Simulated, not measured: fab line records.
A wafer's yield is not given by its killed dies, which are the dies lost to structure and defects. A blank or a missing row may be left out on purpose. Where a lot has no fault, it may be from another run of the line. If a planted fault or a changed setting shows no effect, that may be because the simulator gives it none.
Matching of chambers | flow n5-finfet | uv-cure-03 running N5_BEOL_M6_CURE_75: 3 sister chambers
The step cures SiCOH lowk, time 120 s. 6 wafers are shown with their chamber, then 12 later ones without.

== WAFERS WITH THEIR CHAMBER ==
wafer  | chamber | wafer_temp_C_max | lamp-power-pct (%)
L091.4 | 0       | 371.8            | 52.45
L091.6 | 0       | 371.5            | 52.25
L090.4 | 1       | 370.9            | 52.41
L090.6 | 1       | 370.9            | 52.33
L093.5 | 2       | 370.8            | 52.27
L093.6 | 2       | 371.1            | 52.35

== WAFERS WITHOUT THEIR CHAMBER ==
wafer  | wafer_temp_C_max | lamp-power-pct (%)
L095.1 | 371.1            | 52.27
L095.4 | 371.4            | 52.34
L095.6 | 371.7            | 52.34
L096.1 | 371.3            | 52.29
L096.3 | 371.4            | 52.32
L096.4 | 371.8            | 52.30
L097.1 | 371.7            | 52.36
L097.3 | 372.0            | 52.33
L097.6 | 371.8            | 52.37
L097.2 | 371.7            | 52.33
L097.4 | 371.7            | 52.24
L097.5 | 371.5            | 52.29

== THE CHAMBER EACH PASSED THROUGH ==
wafer  | from the rows above          | in truth
L095.1 | can't be placed: 2 or 1      | 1
L095.4 | can't be placed: 0 or 2 or 1 | 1
L095.6 | 0                            | 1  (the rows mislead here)
L096.1 | can't be placed: 2 or 0 or 1 | 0
L096.3 | can't be placed: 0 or 2 or 1 | 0
L096.4 | 0                            | 0
L097.1 | 0                            | 0
L097.3 | 0                            | 0
L097.6 | 0                            | 0
L097.2 | 0                            | 0
L097.4 | 0                            | 0
L097.5 | 0                            | 0
Correct placement for 7 of the 12. From these rows, 4 cannot be placed; in 4 the true chamber is one of the candidates. Placed wrongly: 1.
How it was worked out, from the rows above alone: a wafer's distance from a chamber is the root of the sum, over the readings, of the square of ((its reading less the chamber's mean) divided by the reading's scatter). If the next closest chamber is less than 2 further off than the closest, the wafer can't be placed; otherwise it belongs to the closest. The mean given for a chamber averages the wafers shown for that chamber. The scatter is the square root of a quotient: the sum, over the shown wafers, of each reading's squared deviation from its chamber's mean, divided by wafers minus chambers.
